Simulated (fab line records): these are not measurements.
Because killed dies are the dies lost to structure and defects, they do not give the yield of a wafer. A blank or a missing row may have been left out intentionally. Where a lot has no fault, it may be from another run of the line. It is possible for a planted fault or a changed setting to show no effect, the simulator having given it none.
fab line records	flow nandHarc	part 2 of 2: steps 5 to 6 of 6
record: lots: 22	wafers: 66	lastDay: 24
route steps=1159 shown A_CHANNEL_HOLE_D1@488 A_CHANNEL_FILL_D1@493 A_STAIRCASE@560
lots untouched by any fault: they come from a run of this same line in which no faults occurred
startH: hours from the record's first day to the start of the lot's first wafer shown	waitH: how many hours have passed since the lot's step before this one	" identical to the entry in the row above	L1.1+2: several wafers, shown together as one row	- value missing, or start not given	* or withheld: withheld	< > ~ a bound
route shown NAME@n: NAME is a module with steps in the file, n the number in the route of the first one	usual: average and standard deviation across the fault-free wafers	same: alike in all rows	chamber/n: place in a boat	sites: readings site by site	_std_site: the standard deviation of these	_edge_site: mean of outer sites minus mean of inner sites	radiusMm: how far each site lies from the wafer's centre	mask NAME#n: copy n	behind: the last tool/chamber to shape the wafer	hold: why the lot went on hold/how many hours it stayed there/how the hold came to an end	device: names the non-switching transistor (n, p or np)	end of line: tests run on the same wafers once the route is complete	a step with no rows: only its recipe	killed: at the first sort, the dies lost to defects and structure; wafer yield is something else	map: a wafer's dies, x killed, . not, _ none there
set.NAME: the setting the step ran with; set.NAME@STEP: the setting that earlier step ran with	model.NAME: the simulator's own value behind a step, which no gauge read
a sample of lots followed through the steps of the route, with each step as a table and each wafer as a row
services: the hour from which a tool's chamber was out of use, counted from the record's first day as startH (under 0 if before that day), plus the number of hours and why
== steps ==
step: NHARC_A_STAIRCASE_TRIM_198
recipe: timeS: 211.2	o2FlowSccm: 500	arFlowSccm: 0	biasW: 0	chemistry: O2
usual: chamberPressureMTorr: 60.01/0.056	drypumpMotorCurrentA: 5.8/0.38	oesProductAu: 1.002/0.01	rfVppV: 57.9/0.8	showerheadPlenumPTorr: 3.55/0.13	throttleValvePct: 17.037/0.0088
same: timeS: 211.2
lot.wafer	tool	chamber	startH	waitH	chamberPressureMTorr	drypumpMotorCurrentA	oesProductAu	rfHoursCounterH	rfVppV	showerheadPlenumPTorr	throttleValvePct
L076.2	rieDiel-02	1	-	-	60.04	5.1	1.014	31	56.9	3.28	17.057
L076.1	"	0	"	"	59.96	6.3	0.991	31	57.9	3.44	17.042
L076.5	"	2	"	"	59.95	5.7	1.017	-	57.8	3.44	17.044
L074.1	rieDiel-11	3	-	-	60.01	5.5	1.007	19	58.0	3.59	17.029
L074.2	"	1	"	"	59.98	5.8	1.020	20	56.4	3.57	17.038
L074.6	"	3	"	"	59.99	5.5	0.993	-	58.1	3.59	17.043
L075.4	rieDiel-03	2	-	-	60.02	5.9	0.994	7	59.2	3.67	17.029
L075.5	"	2	"	"	60.06	5.9	0.983	-	57.3	3.67	17.038
L075.6	"	3	"	"	60.01	5.7	0.987	-	57.9	3.39	17.040
L078.2	rieDiel-02	3	-	-	59.99	6.4	0.998	40	57.2	3.28	17.039
L078.4	"	0	"	"	59.89	6.3	0.991	36	58.0	3.44	17.031
L078.3	"	1	"	"	59.98	5.1	1.010	36	57.6	3.28	17.036
L077.1	rieDiel-11	3	-	-	60.00	5.5	0.994	25	57.1	3.58	17.032
L077.6	"	3	"	"	60.03	5.5	1.003	-	58.1	3.58	17.035
L077.5	"	0	"	"	60.03	6.1	0.998	-	59.3	3.57	17.031
L079.1	rieDiel-02	0	-	-	60.02	6.3	0.987	39	58.7	3.44	17.048
L079.4	"	1	"	"	60.02	5.1	1.008	39	57.8	3.28	17.032
L079.3	"	3	"	"	60.02	6.5	0.999	43	57.1	3.27	17.016
L080.3	rieDiel-11	2	-	-	60.01	5.4	1.005	27	58.7	3.68	17.030
L080.6	"	2	"	"	60.01	5.4	1.013	-	57.5	3.68	17.038
L080.5	"	3	"	"	60.13	5.5	0.996	-	57.3	3.58	17.024
L081.2	rieDiel-03	3	-	-	60.07	5.8	0.993	20	57.7	3.39	17.036
L081.5	"	2	"	"	59.92	5.9	0.993	-	58.4	3.66	17.035
L081.4	"	0	"	"	59.96	5.9	0.998	-	58.4	3.53	17.047
L082.2	rieDiel-11	1	-	-	59.96	5.9	0.999	32	58.1	3.56	17.046
L082.1	"	2	"	"	59.99	5.4	1.022	32	59.4	3.68	17.034
L082.3	"	0	"	"	60.01	6.1	1.006	26	56.1	3.56	17.047
L083.1	rieDiel-02	3	-	-	60.11	6.4	1.007	50	56.8	3.27	17.046
L083.4	"	0	"	"	60.10	6.3	0.980	47	59.1	3.43	17.041
L083.6	"	1	"	"	60.07	5.1	1.010	-	56.9	3.28	17.035
L084.4	rieDiel-11	2	-	-	59.99	5.4	1.025	36	57.7	3.67	17.048
L084.2	"	1	"	"	60.11	5.8	0.995	35	57.6	3.56	17.041
L084.6	"	2	"	"	59.95	5.4	1.015	-	59.4	3.67	17.017
L088.4	rieDiel-11	0	-	-	60.01	6.1	0.998	34	59.0	3.56	17.050
L088.5	"	2	"	"	59.88	5.4	1.011	-	60.3	3.67	17.034
L088.6	"	3	"	"	59.98	5.5	0.991	-	58.1	3.57	17.041
L086.4	rieDiel-03	1	-	-	60.01	5.6	1.005	32	59.0	3.55	17.045
L086.1	"	2	"	"	59.89	5.9	0.997	34	58.2	3.65	17.036
L086.5	"	1	"	"	59.96	5.6	0.990	-	57.9	3.55	17.028
L089.2	rieDiel-11	2	-	-	59.99	5.4	1.017	53	57.9	3.66	17.036
L089.1	"	0	"	"	59.98	6.1	0.998	42	57.4	3.55	17.041
L089.5	"	3	"	"	59.96	5.5	1.004	-	58.0	3.57	17.045
L090.1	rieDiel-02	2	-	-	60.02	5.6	1.007	1	57.0	3.43	17.040
L090.2	"	3	"	"	59.98	6.5	1.001	1	59.3	3.81	17.031
L090.4	"	1	"	"	60.02	5.1	1.000	0	58.7	3.81	17.034
L087.2	rieDiel-02	2	-	-	60.09	5.7	1.013	1	57.7	3.43	17.023
L087.1	"	3	"	"	59.97	6.5	1.004	1	59.1	3.81	17.024
L087.4	"	0	"	"	59.94	6.3	0.996	1	58.3	3.43	17.040
L091.3	rieDiel-11	2	-	-	60.03	5.4	1.018	54	57.7	3.66	17.029
L091.2	"	0	"	"	59.95	6.1	1.013	43	57.8	3.55	17.021
L091.6	"	2	"	"	59.93	5.4	1.015	-	57.4	3.66	17.029
L092.3	rieDiel-11	3	-	-	59.98	5.5	0.997	60	57.3	3.57	17.045
L092.1	"	0	"	"	60.08	6.1	0.995	48	58.3	3.55	17.029
L092.4	"	1	"	"	59.98	5.8	0.984	55	56.7	3.55	17.028
L093.3	rieDiel-11	1	-	-	59.98	5.9	0.997	56	57.1	3.55	17.035
L093.6	"	3	"	"	60.01	5.5	1.002	-	58.7	3.56	17.050
L093.5	"	0	"	"	60.18	6.1	0.997	-	57.4	3.55	17.043
L095.3	rieDiel-02	3	-	-	59.93	6.5	1.000	7	58.1	3.80	17.027
L095.5	"	0	"	"	60.04	6.3	1.003	-	57.6	3.42	17.036
L095.6	"	1	"	"	59.90	5.1	0.999	-	59.2	3.80	17.028
L094.1	rieDiel-03	1	-	-	60.06	5.7	1.010	45	57.0	3.54	17.054
L094.2	"	0	"	"	59.97	5.9	1.017	47	57.5	3.51	17.025
L094.6	"	2	"	"	60.03	5.9	0.997	-	57.8	3.65	17.045
L096.2	rieDiel-11	1	-	-	59.99	5.9	0.999	2	58.8	3.55	17.052
L096.1	"	2	"	"	59.96	5.4	0.999	2	59.0	3.66	17.035
L096.4	"	3	"	"	60.06	5.5	0.996	1	57.7	3.56	17.037
step: NHARC_A_STAIRCASE_TRIM_222
recipe: timeS: 211.2	o2FlowSccm: 500	arFlowSccm: 0	biasW: 0	chemistry: O2
usual: chamberPressureMTorr: 60.00/0.055	drypumpMotorCurrentA: 5.8/0.36	oesProductAu: 1.000/0.0095	rfVppV: 57.8/0.92	showerheadPlenumPTorr: 3.53/0.14	throttleValvePct: 17.037/0.0094
same: timeS: 211.2
lot.wafer	tool	chamber	startH	waitH	chamberPressureMTorr	drypumpMotorCurrentA	oesProductAu	rfHoursCounterH	rfVppV	showerheadPlenumPTorr	throttleValvePct
L076.2	rieDiel-03	1	-	-	59.98	5.7	1.006	10	57.7	3.56	17.032
L076.1	"	2	"	"	60.07	5.9	0.988	7	58.4	3.67	17.017
L076.5	"	1	"	"	60.07	5.7	0.988	-	57.4	3.56	17.030
L074.2	rieDiel-03	0	-	-	59.96	5.9	1.007	10	58.3	3.53	17.046
L074.1	"	1	"	"	59.94	5.6	0.996	10	57.3	3.56	17.027
L074.6	"	0	"	"	59.96	5.9	1.006	-	57.4	3.53	17.041
L075.4	rieDiel-11	2	-	-	59.99	5.4	1.002	21	58.4	3.68	17.018
L075.6	"	3	"	"	60.00	5.5	1.002	-	56.8	3.59	17.030
L075.5	"	0	"	"	60.00	6.1	1.000	-	57.8	3.57	17.033
L078.3	rieDiel-03	0	-	-	59.93	5.9	1.009	15	57.7	3.53	17.049
L078.2	"	2	"	"	59.99	5.9	0.995	14	57.8	3.67	17.037
L078.4	"	0	"	"	60.03	5.9	1.006	-	56.9	3.53	17.037
L077.1	rieDiel-02	2	-	-	59.98	5.7	1.005	42	56.8	3.44	17.042
L077.5	"	0	"	"	59.96	6.3	1.006	-	55.9	3.44	17.028
L077.6	"	1	"	"	59.96	5.1	1.021	-	56.5	3.28	17.037
L079.1	rieDiel-02	2	-	-	59.97	5.7	1.012	44	56.9	3.44	17.050
L079.3	"	3	"	"	60.01	6.4	0.987	44	56.8	3.27	17.029
L079.4	"	1	"	"	60.02	5.1	1.016	40	57.1	3.28	17.045
L080.3	rieDiel-02	1	-	-	59.99	5.1	1.002	40	57.1	3.28	17.034
L080.6	"	2	"	"	59.96	5.7	1.015	-	58.4	3.44	17.035
L080.5	"	3	"	"	59.88	6.5	1.002	-	56.6	3.27	17.041
L081.4	rieDiel-03	2	-	-	60.04	5.9	0.983	18	57.6	3.66	17.042
L081.2	"	3	"	"	60.06	5.7	0.978	21	57.0	3.39	17.040
L081.5	"	2	"	"	59.86	5.9	0.980	-	57.3	3.66	17.031
L082.3	rieDiel-02	0	-	-	59.89	6.3	0.988	48	58.4	3.43	17.041
L082.1	"	2	"	"	60.07	5.7	1.008	52	57.6	3.44	17.036
L082.2	"	3	"	"	59.98	6.5	0.997	51	57.4	3.27	17.019
L083.4	rieDiel-11	2	-	-	60.09	5.4	1.016	35	59.5	3.67	17.027
L083.1	"	0	"	"	59.94	6.1	1.006	28	57.6	3.56	17.044
L083.6	"	3	"	"	60.02	5.5	0.996	-	58.7	3.58	17.062
L084.4	rieDiel-11	2	-	-	60.06	5.4	1.011	36	57.5	3.67	17.030
L084.2	"	3	"	"	59.91	5.5	0.997	38	58.6	3.58	17.047
L084.6	"	0	"	"	59.96	6.1	1.002	-	56.8	3.56	17.034
L088.4	rieDiel-03	3	-	-	60.00	5.7	0.989	35	57.1	3.38	17.036
L088.6	"	2	"	"	60.00	5.9	0.973	-	59.0	3.66	17.051
L088.5	"	3	"	"	60.11	5.8	0.986	-	56.6	3.38	17.033
L086.4	rieDiel-11	3	-	-	60.05	5.6	1.009	51	56.7	3.57	17.039
L086.1	"	2	"	"	60.08	5.4	1.015	50	57.8	3.67	17.050
L086.5	"	3	"	"	60.06	5.5	1.001	-	56.3	3.57	17.022
L089.1	rieDiel-11	3	-	-	60.06	5.5	0.996	55	57.7	3.57	17.031
L089.2	"	2	"	"	60.02	5.4	1.004	54	59.9	3.66	17.042
L089.5	"	3	"	"	60.01	5.5	0.993	-	59.7	3.57	17.052
L090.4	rieDiel-03	2	-	-	60.04	5.9	1.000	42	59.4	3.65	17.044
L090.2	"	3	"	"	60.10	5.7	0.981	45	57.9	3.38	17.031
L090.1	"	1	"	"	59.97	5.7	1.015	39	58.6	3.54	17.046
L087.1	rieDiel-03	3	-	-	59.98	5.7	0.990	46	59.7	3.38	17.035
L087.2	"	1	"	"	59.97	5.6	1.010	39	57.0	3.54	17.040
L087.4	"	2	"	"	59.92	5.9	0.988	42	58.4	3.65	17.044
L091.3	rieDiel-03	2	-	-	59.97	5.9	0.988	44	56.4	3.65	17.024
L091.2	"	3	"	"	60.01	5.7	0.989	47	57.8	3.38	17.030
L091.6	"	1	"	"	60.02	5.7	1.016	-	59.1	3.54	17.032
L092.4	rieDiel-02	3	-	-	60.11	6.5	0.998	7	57.6	3.80	17.029
L092.3	"	0	"	"	59.98	6.3	0.989	7	57.1	3.42	17.067
L092.1	"	2	"	"	60.00	5.7	1.000	7	57.7	3.43	17.034
L093.3	rieDiel-11	2	-	-	59.99	5.4	1.012	60	58.8	3.66	17.038
L093.6	"	3	"	"	60.03	5.5	0.986	-	57.5	3.56	17.039
L093.5	"	0	"	"	59.96	6.1	1.002	-	59.2	3.55	17.040
L095.3	rieDiel-02	2	-	-	60.07	5.7	1.015	10	57.3	3.42	17.031
L095.6	"	3	"	"	60.10	6.5	1.005	-	58.1	3.80	17.033
L095.5	"	0	"	"	59.94	6.3	1.002	-	58.3	3.42	17.046
L094.2	rieDiel-02	0	-	-	59.97	6.3	0.986	9	57.0	3.42	17.032
L094.1	"	2	"	"	59.89	5.7	1.013	10	58.3	3.42	17.046
L094.6	"	0	"	"	59.98	6.3	0.994	-	55.3	3.42	17.033
L096.1	rieDiel-11	2	-	-	59.93	5.4	1.002	3	59.2	3.66	17.029
L096.4	"	3	"	"	59.96	5.5	0.997	2	58.5	3.56	17.044
L096.2	"	0	"	"	60.06	6.1	1.002	2	57.3	3.55	17.032
== services ==
tool	chamber	startH	hours	kind
rieDiel-10	-	176.50	9.0	pm
rieDiel-11	2	188.43	10.9	repair
rieDiel-11	-	191.53	9.0	pm
rieDiel-10	2	194.80	4.1	repair
rieDiel-09	-	207.42	1.3	repair
rieDiel-03	-	215.40	9.0	pm
rieDiel-11	0	223.77	14.4	repair
rieDiel-03	2	233.58	4.2	repair
rieDiel-09	0	247.57	4.4	repair
rieDiel-09	-	254.40	9.0	pm
rieDiel-03	0	259.93	7.7	repair
rieDiel-03	1	267.17	12.7	repair
rieDiel-11	-	272.47	0.4	repair
rieDiel-13	-	276.00	9.0	pm
xsem-02	-	302.00	14.0	pm
aldSinBatch-03	-	314.00	26.0	pm
rieDiel-02	-	328.06	9.0	pm
rieDiel-11	-	339.93	0.7	repair
rieDiel-13	0	349.91	9.2	repair
rieDiel-09	2	350.26	6.1	repair
rieDiel-10	-	353.50	9.0	pm
rieDiel-03	1	362.93	8.5	repair
rieDiel-11	-	368.53	9.0	pm
rieDiel-13	1	369.07	13.9	repair
